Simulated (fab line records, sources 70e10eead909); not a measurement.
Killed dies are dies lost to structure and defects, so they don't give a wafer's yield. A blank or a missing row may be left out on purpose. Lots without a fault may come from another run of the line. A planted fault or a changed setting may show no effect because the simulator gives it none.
Which tool did it? | flow nand_harc | 6 lots, 18 wafers sampled, at 5 steps of a route of 1159

WHAT THE GAUGES READ, wafer by wafer
NHARC_END_SORT_01.
lot  | measured     | on        | killed_at_array
L650 | day 22 00:13 | prober-02 | 675 671 675
L652 | day 22 09:38 | prober-02 | 671 673 670

WHICH TOOL RAN EACH LOT (tool, then ch and the chambers of the sampled wafers, then the start)
lot  | NHARC_A_STAIRCASE_ETCH_15                     | NHARC_A_STAIRCASE_TRIM_16          | NHARC_A_STAIRCASE_ETCH_17                     | NHARC_A_STAIRCASE_ETCH_25
L640 | rie_diel-07 ch 0,3, day 11 11:34 or earlier   | rie_diel-07 ch 2,3, day 11 11:34   | rie_diel-07 ch 0,3, no start                  | rie_diel-05 ch 0,2,3, no start
L643 | rie_diel-04 ch 0,1,3, day 12 01:59 or earlier | rie_diel-04 ch 1,2, day 12 01:59   | rie_diel-04 ch 0,1, no start                  | rie_diel-04 ch 0,1,2, no start
L650 | rie_diel-07 ch 0,1,2, day 14 01:14 or earlier | rie_diel-07 ch 0,1,2, day 14 01:14 | rie_diel-07 ch 0,1,2, day 22 00:13 or earlier | rie_diel-05 ch 0,2,3, day 22 00:13 or earlier
L652 | rie_diel-05 ch 0,2,3, day 14 10:51 or earlier | rie_diel-05 ch 0,1,2, day 14 10:51 | rie_diel-05 ch 1,2,3, day 22 09:38 or earlier | rie_diel-04 ch 0,1,3, day 22 09:38 or earlier
L655 | rie_diel-04 ch 0,1,2, day 15 01:36 or earlier | rie_diel-04 ch 1,2,3, day 15 01:36 | rie_diel-04 ch 0,2,3, no start                | rie_diel-04 ch 0,1,3, no start
L659 | rie_diel-04 ch 1,2,3, day 15 16:39 or earlier | rie_diel-04 ch 0,1,2, day 15 16:39 | rie_diel-04 ch 0,2,3, no start                | rie_diel-07 ch 1,2,3, no start
- NHARC_A_STAIRCASE_ETCH_15: etches the open film in C4F8/O2, target depth 100 nm, time 40.5 s.
- NHARC_A_STAIRCASE_TRIM_16: chemistry O2, time 211.2 s.
- NHARC_A_STAIRCASE_ETCH_17: etches the open film in C4F8/O2, target depth 100 nm, time 40.5 s.
- NHARC_A_STAIRCASE_ETCH_25: etches the open film in C4F8/O2, target depth 100 nm, time 40.5 s.

THE ANSWER, worked out from the rows above alone
Rule: what is usual is taken from the lots themselves. Put in order of their means at a reading, lots are off if they are a third of the lots or fewer, leave a main group of 4 or more, and stand apart from it by a gap of 3 or more times the standard deviation of the main group's means; of several such gaps the widest counts. A main group whose means are all the same, to the digits that the tables above print for the reading, isn't used. A lot without any number at a reading at which 4 lots or more have one is off too. The other lots that the step has rows for count as sound.
No lot is off at any reading shown: from this, nothing can be told.

WHAT THE SIMULATOR HAD PUT IN
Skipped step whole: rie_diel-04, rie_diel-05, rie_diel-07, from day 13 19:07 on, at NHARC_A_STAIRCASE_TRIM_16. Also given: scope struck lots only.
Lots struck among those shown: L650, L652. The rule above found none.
